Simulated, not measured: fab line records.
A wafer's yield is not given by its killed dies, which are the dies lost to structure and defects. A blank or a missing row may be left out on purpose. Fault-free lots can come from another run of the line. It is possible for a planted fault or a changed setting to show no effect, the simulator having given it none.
Commonality check across tools / flow nandHarc / 11 lots and 33 wafers in the sample

## THE REASON FOR OPENING IT
Flagged at NHARC_A_CHANNEL_HOLE_D2_INSPECT_12: reading rawDefectCount, on 2 of 11 lots. Wafers without a fault read 27, standard deviation 21.
Rule: a lot is flagged in two cases, either no wafer of it has a number, or all its wafers with numbers fall more than 4 standard deviations from that mean. The rest of the lots are taken to be sound.

lot=L452; measured=day 14 10:46; on=defectInspect-01; rawDefectCount, wafer by wafer=65 46 55; flag=
lot=L453; measured=day 14 11:46; on=defectInspect-02; rawDefectCount, wafer by wafer=4 3 8; flag=
lot=L455; measured=day 14 17:38; on=defectInspect-02; rawDefectCount, wafer by wafer=65 44 54; flag=
lot=L458; measured=day 16 01:51; on=defectInspect-02; rawDefectCount, wafer by wafer=54 52 67; flag=
lot=L461; measured=day 17 20:21; on=defectInspect-02; rawDefectCount, wafer by wafer=491 518 474; flag=FLAGGED
lot=L462; measured=day 17 23:14; on=defectInspect-02; rawDefectCount, wafer by wafer=506 465 495; flag=FLAGGED
lot=L470; measured=day 21 05:49; on=defectInspect-01; rawDefectCount, wafer by wafer=18 15 17; flag=
lot=L469; measured=day 21 06:40; on=defectInspect-02; rawDefectCount, wafer by wafer=24 23 15; flag=
lot=L471; measured=day 21 23:05; on=defectInspect-02; rawDefectCount, wafer by wafer=38 23 26; flag=
lot=L472; measured=day 21 23:26; on=defectInspect-02; rawDefectCount, wafer by wafer=3 5 4; flag=
lot=L473; measured=day 23 04:14; on=defectInspect-02; rawDefectCount, wafer by wafer=31 31 25; flag=
Average over the flagged lots: 492; offset from the usual +464, equal to +22 standard deviations.

## TOOL THAT RAN EACH LOT
The record holds 1 process step before the reading, out of a route of 1302 steps. Cell contents, in order: the tool; ch with the chambers the sampled wafers went through; the start.
lot=L452; flag=; NHARC_A_CHANNEL_HOLE_D2_DEP_00=aclDep-03 ch 0, day 14 08:00
lot=L453; flag=; NHARC_A_CHANNEL_HOLE_D2_DEP_00=aclDep-01 ch 0, day 14 09:25
lot=L455; flag=; NHARC_A_CHANNEL_HOLE_D2_DEP_00=aclDep-02 ch 0, day 14 14:52
lot=L458; flag=; NHARC_A_CHANNEL_HOLE_D2_DEP_00=aclDep-01 ch 0, day 15 23:02
lot=L461; flag=FLAGGED; NHARC_A_CHANNEL_HOLE_D2_DEP_00=aclDep-01 ch 0, day 17 17:55
lot=L462; flag=FLAGGED; NHARC_A_CHANNEL_HOLE_D2_DEP_00=aclDep-01 ch 0, day 17 21:05
lot=L470; flag=; NHARC_A_CHANNEL_HOLE_D2_DEP_00=aclDep-01 ch 0, day 21 04:01
lot=L469; flag=; NHARC_A_CHANNEL_HOLE_D2_DEP_00=aclDep-02 ch 0, day 21 04:32
lot=L471; flag=; NHARC_A_CHANNEL_HOLE_D2_DEP_00=aclDep-02 ch 0, day 21 20:20
lot=L472; flag=; NHARC_A_CHANNEL_HOLE_D2_DEP_00=aclDep-03 ch 0, day 21 20:40
lot=L473; flag=; NHARC_A_CHANNEL_HOLE_D2_DEP_00=aclDep-01 ch 0, day 23 01:55
What the steps here do:
- NHARC_A_CHANNEL_HOLE_D2_DEP_00: deposits aC, target thk 3100 nm.
- NHARC_A_CHANNEL_HOLE_D2_INSPECT_12

## FLAGGED AGAINST TOTAL, ONE TOOL AT A TIME (gauges that did the reading follow at the end)
step=NHARC_A_CHANNEL_HOLE_D2_DEP_00; tool=aclDep-01; lots run=6; flagged=2; share of the flagged lots=all; sound lots run after its first flagged lot=2 (L470,L473)
step=NHARC_A_CHANNEL_HOLE_D2_DEP_00; tool=aclDep-02; lots run=3; flagged=0; share of the flagged lots=none; sound lots run after its first flagged lot=-
step=NHARC_A_CHANNEL_HOLE_D2_DEP_00; tool=aclDep-03; lots run=2; flagged=0; share of the flagged lots=none; sound lots run after its first flagged lot=-
step=NHARC_A_CHANNEL_HOLE_D2_INSPECT_12; tool=defectInspect-01; lots run=2; flagged=0; share of the flagged lots=none; sound lots run after its first flagged lot=-
step=NHARC_A_CHANNEL_HOLE_D2_INSPECT_12; tool=defectInspect-02; lots run=9; flagged=2; share of the flagged lots=all; sound lots run after its first flagged lot=4 (L469,L471,L472,L473)

## WHAT IS ALLOWED BY THE TABLE
In 2 table rows, all flagged lots were run: aclDep-01 (NHARC_A_CHANNEL_HOLE_D2_DEP_00), defectInspect-02 (NHARC_A_CHANNEL_HOLE_D2_INSPECT_12).
- aclDep-01 at NHARC_A_CHANNEL_HOLE_D2_DEP_00 ran 6 lots, 2 of them flagged. Sound lots followed the first flagged one (L470, L473) on it, something a lasting fault affecting the whole tool could not allow.
- defectInspect-02 at NHARC_A_CHANNEL_HOLE_D2_INSPECT_12 ran 9 lots, 2 of them flagged. Sound lots followed the first flagged one (L469, L471, L472, L473) on it, something a lasting fault affecting the whole tool could not allow.
Every row of the table either missed a flagged lot or ran a sound lot after the first.

## WHAT HAD BEEN PUT IN BY THE SIMULATOR
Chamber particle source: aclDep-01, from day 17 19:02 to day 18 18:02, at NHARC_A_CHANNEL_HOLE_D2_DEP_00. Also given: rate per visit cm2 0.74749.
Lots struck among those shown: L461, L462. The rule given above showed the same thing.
